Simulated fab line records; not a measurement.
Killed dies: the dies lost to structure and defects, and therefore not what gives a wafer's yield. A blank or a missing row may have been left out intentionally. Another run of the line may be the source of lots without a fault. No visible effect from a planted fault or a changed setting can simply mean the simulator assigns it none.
Split-lot experiment || flow n5-finfet || 21 wafers read across 7 lots, on a route 1938 steps long

ABOUT THE SPLIT
At N5_BEOL_M2_ETCH_69 (etches SiARC in CF4, target depth 15.6 nm, time 26 s), the setting bias-w was moved away from the recipe's 36 W on 8 of the 21 wafers read, by -13.7% to +16.0%. The other wafers ran this setting at the recipe's value.

The reading comes from the split's own step.

THE READING
rf-vpp-V, in V, at N5_BEOL_M2_ETCH_69 (etches SiARC in CF4, target depth 15.6 nm, time 26 s). A value of 184.4 V with a standard deviation of 1.2 V is what fault-free wafers of this fab line usually give.

{"wafer": "L076.1", "tool, chamber at the split": "rie-diel-06, 3", "bias-w as run, W": 41.76, "against the recipe": "+16.0%", "rf-vpp-V, V": 203.3, "against lot-mates on the recipe": "+21.5"}
{"wafer": "L076.3", "tool, chamber at the split": "rie-diel-06, 1", "bias-w as run, W": 41.76, "against the recipe": "+16.0%", "rf-vpp-V, V": 201.8, "against lot-mates on the recipe": "+20.0"}
{"wafer": "L076.6", "tool, chamber at the split": "rie-diel-06, 1", "bias-w as run, W": 36, "against the recipe": "recipe", "rf-vpp-V, V": 181.8, "against lot-mates on the recipe": "-"}
{"wafer": "L077.1", "tool, chamber at the split": "rie-diel-04, 0", "bias-w as run, W": 31.07, "against the recipe": "-13.7%", "rf-vpp-V, V": 169.1, "against lot-mates on the recipe": -13.5}
{"wafer": "L077.2", "tool, chamber at the split": "rie-diel-04, 3", "bias-w as run, W": 31.07, "against the recipe": "-13.7%", "rf-vpp-V, V": 168.6, "against lot-mates on the recipe": -14.0}
{"wafer": "L077.6", "tool, chamber at the split": "rie-diel-04, 2", "bias-w as run, W": 36, "against the recipe": "recipe", "rf-vpp-V, V": 182.6, "against lot-mates on the recipe": "-"}
{"wafer": "L081.1", "tool, chamber at the split": "rie-diel-05, 2", "bias-w as run, W": 36, "against the recipe": "recipe", "rf-vpp-V, V": 186.0, "against lot-mates on the recipe": "-"}
{"wafer": "L081.2", "tool, chamber at the split": "rie-diel-05, 1", "bias-w as run, W": 36, "against the recipe": "recipe", "rf-vpp-V, V": 183.9, "against lot-mates on the recipe": "-"}
{"wafer": "L081.3", "tool, chamber at the split": "rie-diel-05, 0", "bias-w as run, W": 36, "against the recipe": "recipe", "rf-vpp-V, V": 183.1, "against lot-mates on the recipe": "-"}
{"wafer": "L084.2", "tool, chamber at the split": "rie-diel-06, 0", "bias-w as run, W": 36, "against the recipe": "recipe", "rf-vpp-V, V": 185.0, "against lot-mates on the recipe": "-"}
{"wafer": "L084.4", "tool, chamber at the split": "rie-diel-06, 1", "bias-w as run, W": 36, "against the recipe": "recipe", "rf-vpp-V, V": 183.2, "against lot-mates on the recipe": "-"}
{"wafer": "L084.6", "tool, chamber at the split": "rie-diel-06, 2", "bias-w as run, W": 36, "against the recipe": "recipe", "rf-vpp-V, V": 185.2, "against lot-mates on the recipe": "-"}
{"wafer": "L085.1", "tool, chamber at the split": "rie-diel-05, 1", "bias-w as run, W": 36, "against the recipe": "recipe", "rf-vpp-V, V": 185.0, "against lot-mates on the recipe": "-"}
{"wafer": "L085.2", "tool, chamber at the split": "rie-diel-05, 2", "bias-w as run, W": 36, "against the recipe": "recipe", "rf-vpp-V, V": 183.9, "against lot-mates on the recipe": "-"}
{"wafer": "L085.5", "tool, chamber at the split": "rie-diel-05, 1", "bias-w as run, W": 39.99, "against the recipe": "+11.1%", "rf-vpp-V, V": 198.2, "against lot-mates on the recipe": "+13.8"}
{"wafer": "L088.1", "tool, chamber at the split": "rie-diel-04, 0", "bias-w as run, W": 31.5, "against the recipe": "-12.5%", "rf-vpp-V, V": 168.5, "against lot-mates on the recipe": -16.6}
{"wafer": "L088.5", "tool, chamber at the split": "rie-diel-04, 0", "bias-w as run, W": 36, "against the recipe": "recipe", "rf-vpp-V, V": 185.1, "against lot-mates on the recipe": "-"}
{"wafer": "L088.6", "tool, chamber at the split": "rie-diel-04, 3", "bias-w as run, W": 31.5, "against the recipe": "-12.5%", "rf-vpp-V, V": 170.1, "against lot-mates on the recipe": -15.0}
{"wafer": "L094.1", "tool, chamber at the split": "rie-diel-04, 0", "bias-w as run, W": 41.68, "against the recipe": "+15.8%", "rf-vpp-V, V": 202.5, "against lot-mates on the recipe": "+18.3"}
{"wafer": "L094.3", "tool, chamber at the split": "rie-diel-04, 1", "bias-w as run, W": 36, "against the recipe": "recipe", "rf-vpp-V, V": 184.5, "against lot-mates on the recipe": "-"}
{"wafer": "L094.6", "tool, chamber at the split": "rie-diel-04, 0", "bias-w as run, W": 36, "against the recipe": "recipe", "rf-vpp-V, V": 183.8, "against lot-mates on the recipe": "-"}

THE FIT
A straight line over all 21 wafers: rf-vpp-V changes by +1.16 V for each +1% of bias-w; r = +0.99; the points scatter about the line by 1.1 V.
The same after taking each lot's own level away (the mean of its wafers on the recipe; 21 wafers): +1.19 V for each +1%; r = +0.99; scatter 1.2 V.
Per that fit: largest bias-w move, reading shift of 19 V.
From 181.80 to 185.10 V: that is the span of the lots' own levels, equal to 2.7 times the standard deviation above.
The two slopes agree, so the slope changes little with the lot-to-lot level.
Check: +18.9 V against its lot-mates is what the line predicts for one of the wafers moved furthest among these (+16.0%) when that wafer is left out of the fit. It came out at +21.5 V against them.
Tool readings at the split's step, against how far the setting was moved: rf-vpp-V r = +0.99.

OTHER SPLITS APPLIED TO THESE WAFERS
Note: prior to the reading, these wafers also went through further splits. Each is held against what the fit with the lots' levels taken away leaves over:
{"other split on the same wafers": "N5_BEOL_M2_COAT_22 spin-rpm", "wafers away from the commonest value": 9, "r with rf-vpp-V (lot level and that fit taken away)": "+0.29"}

THE FILE'S OWN FIT
rf-vpp-V changes by +1.19 V for each +1% of bias-w, r = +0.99.
